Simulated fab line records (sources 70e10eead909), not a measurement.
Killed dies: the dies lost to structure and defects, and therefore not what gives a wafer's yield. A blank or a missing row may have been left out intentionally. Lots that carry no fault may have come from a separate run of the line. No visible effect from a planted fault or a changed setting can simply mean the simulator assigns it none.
Which tool did it? -- flow nand-harc -- Sampling: 7 lots, 21 wafers, 3 of 1302 route steps

WHAT EACH GAUGE READ, for each wafer
NHARC_A_SGD_CUT_CD_MEAS_09 targets a cd of 100 nm.
lot,measured,on,cd-nm (nm)
L461,day 19 23:37,cd-sem-03,100.0 101.0 99.9
L463,day 22 01:25,cd-sem-01,- - -
L473,day 24 22:38,cd-sem-03,99.7 99.9 100.5
L474,day 25 12:09,cd-sem-02,101.3 101.5 101.0
L476,day 26 10:51,cd-sem-03,100.5 100.6 100.6
L479,day 27 15:43,cd-sem-01,99.8 99.4 100.5
L483,day 29 11:35,cd-sem-02,100.1 99.7 99.7

TOOL THAT RAN EACH LOT (tool first, then ch and the chambers of the sampled wafers, then the start)
lot,NHARC_A_STAIRCASE_STRIP_446,NHARC_A_SGD_CUT_EXPOSE_06
L461,"plasma-asher-02 ch 0,1, day 19 20:17","arfi-scanner-03 ch 0, day 19 23:29"
L463,"plasma-asher-02 ch 0,1, day 21 21:59","arfi-scanner-03, day 22 01:16"
L473,"plasma-asher-02 ch 0,1, day 24 19:13","arfi-scanner-03 ch 0, day 24 22:30"
L474,"plasma-asher-02 ch 0,1, day 25 08:43","arfi-scanner-02 ch 0, day 25 12:01"
L476,"plasma-asher-01 ch 0,1, day 26 07:31","arfi-scanner-03 ch 0, day 26 10:43"
L479,"plasma-asher-01 ch 0,1, day 27 12:28","arfi-scanner-02 ch 0, day 27 15:34"
L483,"plasma-asher-02 ch 0,1, day 29 08:09","arfi-scanner-01 ch 0, day 29 11:27"
- NHARC_A_STAIRCASE_STRIP_446: strips in O2.
- NHARC_A_SGD_CUT_EXPOSE_06: exposes mask SGD.

THE ANSWER, worked out from the rows above alone
Rule: the lots themselves supply what counts as usual. Put in order of their means at a reading, lots are off if they are a third of the lots or fewer, leave a main group of 4 or more, and stand apart from it by a gap of 3 or more times the standard deviation of the main group's means; of several such gaps the widest counts. Not used: any main group whose means are identical at the precision the tables above print for the reading. Also off: a lot with no number at a reading for which 4 or more lots have one. The other lots that the step has rows for count as sound.
Off at NHARC_A_SGD_CUT_CD_MEAS_09 (cd-nm): L463. Without a number there: L463. Main group: mean 100.3 nm, sd 0.49.
If a tool, at a process step before that reading, ran all the lots that are off and no sound lot after the first of them, it fits. The gauges at NHARC_A_SGD_CUT_CD_MEAS_09 are tried like those tools. Not one of the candidates tried fits.

WHAT THE SIMULATOR HAD PUT IN
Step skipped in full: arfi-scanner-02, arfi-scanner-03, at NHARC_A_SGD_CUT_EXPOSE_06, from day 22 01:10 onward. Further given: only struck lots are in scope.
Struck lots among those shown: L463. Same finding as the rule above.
